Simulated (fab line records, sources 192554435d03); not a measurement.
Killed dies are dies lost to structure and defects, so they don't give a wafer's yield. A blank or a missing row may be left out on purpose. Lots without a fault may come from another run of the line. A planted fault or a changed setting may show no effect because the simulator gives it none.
Chamber matching | flow n5_finfet | N5_BEOL_M7_CURE_75 on uv_cure-03: 3 sister chambers
The step cures SiCOH lowk, time 120 s. 6 wafers are shown with their chamber, then 12 later ones without.

WAFERS WITH THEIR CHAMBER
wafer  | chamber | wafer_temp_C_max | lamp_power_pct (%)
L085.2 | 2       | 372.4            | 52.28
L085.4 | 2       | 371.5            | 52.24
L087.5 | 1       | 373.1            | 52.34
L087.6 | 1       | 373.2            | 52.34
L090.2 | 0       | 371.4            | 52.30
L090.5 | 0       | 371.5            | 52.36

WAFERS WITHOUT THEIR CHAMBER
wafer  | wafer_temp_C_max | lamp_power_pct (%)
L091.3 | 371.7            | 52.31
L091.4 | 371.7            | 52.26
L091.6 | 371.7            | 52.31
L092.1 | 372.0            | 52.28
L092.3 | 371.3            | 52.38
L092.6 | 371.5            | 52.26
L094.1 | 372.9            | 52.27
L094.2 | 373.1            | 52.31
L094.3 | 372.6            | 52.35
L097.3 | 372.0            | 52.35
L097.4 | 371.8            | 52.32
L097.6 | 371.4            | 52.33

WHICH CHAMBER EACH WENT THROUGH
wafer  | from the rows above          | in truth
L091.3 | can't be placed: 0 or 2      | 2
L091.4 | can't be placed: 2 or 0      | 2
L091.6 | can't be placed: 0 or 2      | 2
L092.1 | can't be placed: 2 or 0      | 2
L092.3 | 0                            | 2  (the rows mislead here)
L092.6 | can't be placed: 2 or 0      | 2
L094.1 | can't be placed: 1 or 2 or 0 | 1
L094.2 | 1                            | 1
L094.3 | can't be placed: 1 or 0      | 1
L097.3 | can't be placed: 0 or 2 or 1 | 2
L097.4 | can't be placed: 0 or 2      | 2
L097.6 | 0                            | 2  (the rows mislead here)
Placed correctly: 1 of 12. Can't be placed from these rows: 9 (the true chamber is among the candidates in 9). Placed wrongly: 2.
How it was worked out, from the rows above alone: a wafer's distance from a chamber is the root of the sum, over the readings, of the square of ((its reading less the chamber's mean) divided by the reading's scatter). The wafer belongs to the nearest chamber; if the next one is less than 2 further off, it can't be placed. A chamber's mean is the mean of its shown wafers. The scatter: the root of (the sum of the squares of (reading less its chamber's mean) over the shown wafers, divided by (wafers less chambers)).
